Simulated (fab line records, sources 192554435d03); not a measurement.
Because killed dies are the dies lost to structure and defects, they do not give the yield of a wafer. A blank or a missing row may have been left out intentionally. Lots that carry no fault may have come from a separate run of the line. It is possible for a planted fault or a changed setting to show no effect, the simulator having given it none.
3 desks looking at one fault | flow n5 finfet | only its own numbers are on each desk; what lay behind them is given at the end

== THE TOOL OWNER'S DESK: pecvd-03 ==
The tool's own readings at N5_SDB_HM_DEP_00 (deposits SiNx from SiH4/NH3/N2, target thk 40 nm, time 35.3 s): means of the sampled wafers that have a number, for each lot that ran on this tool. A lot is out of limits, marked OUT, if its mean lies more than 4 standard deviations from the usual mean; the brackets give that distance.
Columns: A = heater power w at N5_SDB_HM_DEP_00, usual 735 W; B = showerhead plenum p Torr at N5_SDB_HM_DEP_00, usual 5.18 Torr; C = susceptor temp C at N5_SDB_HM_DEP_00, usual 400.02 C; D = throttle valve pct at N5_SDB_HM_DEP_00, usual 39.6 %
lot  | first seen here | A   | B    | C      | D
L426 | day 4 06:08     | 666 | 5.21 | 399.94 | 40.0
L430 | day 5 05:16     | 807 | 5.20 | 400.31 | 39.3
L432 | day 5 19:04     | 738 | 5.19 | 400.07 | 39.5
L436 | day 7 21:31     | 696 | 5.18 | 399.97 | 39.1
L438 | day 8 00:21     | 723 | 5.20 | 400.00 | 39.4
Result from this desk: across the 5 lots, nothing is out of limits.

== THE METROLOGY DESK ==
Lot by lot, what the gauges showed, no matter which tool ran the lot: averages of those sampled wafers that carry a number. A lot is out of limits, marked OUT, if its mean lies more than 4 standard deviations from the usual mean; the brackets give that distance. Only the readings that lie furthest out on some lot appear, 7 of the 13 it has.
Columns: A = thk nm at N5_ILD0_THK_MEAS_04, usual 197.4 nm; B = DIBL_N at N5_BEOL_M4_RC_MEAS_101, usual 37.2 mV/V; C = DIBL_P at N5_BEOL_M4_RC_MEAS_101, usual 37.3 mV/V; D = IOFF_N at N5_BEOL_M4_RC_MEAS_101, usual 0.18 nA/um; E = IOFF_P at N5_BEOL_M4_RC_MEAS_101, usual 0.24 nA/um; F = ION_P at N5_BEOL_M4_RC_MEAS_101, usual 466 uA/um; G = VT_P at N5_BEOL_M4_RC_MEAS_101, usual -248 mV
lot  | first seen here | A     | B    | C    | D    | E    | F   | G
L425 | day 3 19:37     | 197.6 | 34.6 | 34.5 | 0.15 | 0.20 | 463 | -250
L426 | day 4 02:32     | 196.9 | 38.1 | 38.3 | 0.21 | 0.24 | 464 | -249
L430 | day 5 01:40     | 196.8 | 35.2 | 35.0 | 0.14 | 0.21 | 464 | -249
L431 | day 5 09:17     | 198.6 | 36.3 | 37.5 | 0.16 | 0.21 | 465 | -252
L432 | day 5 15:28     | 196.9 | 36.4 | 37.4 | 0.17 | 0.23 | 467 | -249
L436 | day 7 17:15     | 197.0 | 40.9 | 41.0 | 0.25 | 0.31 | 471 | -248
L438 | day 7 20:45     | 196.9 | 38.5 | 37.9 | 0.19 | 0.23 | 468 | -247
L439 | day 7 20:46     | 198.2 | 38.0 | 38.6 | 0.17 | 0.20 | 452 | -254
L444 | day 9 08:34     | 196.9 | 37.2 | 35.7 | 0.16 | 0.21 | 467 | -249
L445 | day 9 08:50     | 199.4 | 36.7 | 37.6 | 0.18 | 0.22 | 463 | -250
Result from this desk: across the 10 lots, nothing is out of limits.

== THE DEFECT DESK ==
Counts from the inspections along the route, per lot, as means over the sampled wafers that have a number. A lot is out of limits, marked OUT, if its mean lies more than 4 standard deviations from the usual mean; the brackets give that distance.
Columns: A = raw defect count at N5_SDB_INSPECT_13, usual 80
lot  | first seen here | A
L425 | day 4 00:15     | 67
L426 | day 4 06:31     | 51
L430 | day 5 05:46     | 57
L431 | day 5 13:17     | 85
L432 | day 5 19:27     | 88
L436 | day 7 21:53     | 1257 (+29) OUT
L438 | day 8 00:44     | 1295 (+30) OUT
L439 | day 8 01:31     | 42
L444 | day 9 12:32     | 155
L445 | day 9 14:08     | 77
This desk finds L436, L438 out of limits, L436 being first, at day 7 21:53 (raw defect count at N5_SDB_INSPECT_13). In limits: L425, L426, L430, L431, L432, L439, L444, L445.

== TAKEN TOGETHER ==
The defect desk could have raised an alarm at day 7 21:53, on L436, L438.
Nothing out of limits was seen by the tool owner's desk.
Nothing out of limits was seen by the metrology desk.
Tool owner's desk: L436, L438 on record, inside its limits.
The metrology desk holds a record of L436, L438, inside its limits.
The lots listed all ran N5_SDB_HM_DEP_00 on pecvd-03.

== WHAT WAS PUT IN BY THE SIMULATOR ==
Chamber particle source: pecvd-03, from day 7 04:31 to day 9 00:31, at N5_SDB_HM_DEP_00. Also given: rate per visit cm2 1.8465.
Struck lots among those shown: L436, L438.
Hours from the fault's start to each desk's first reading out of limits: the defect desk, 17.
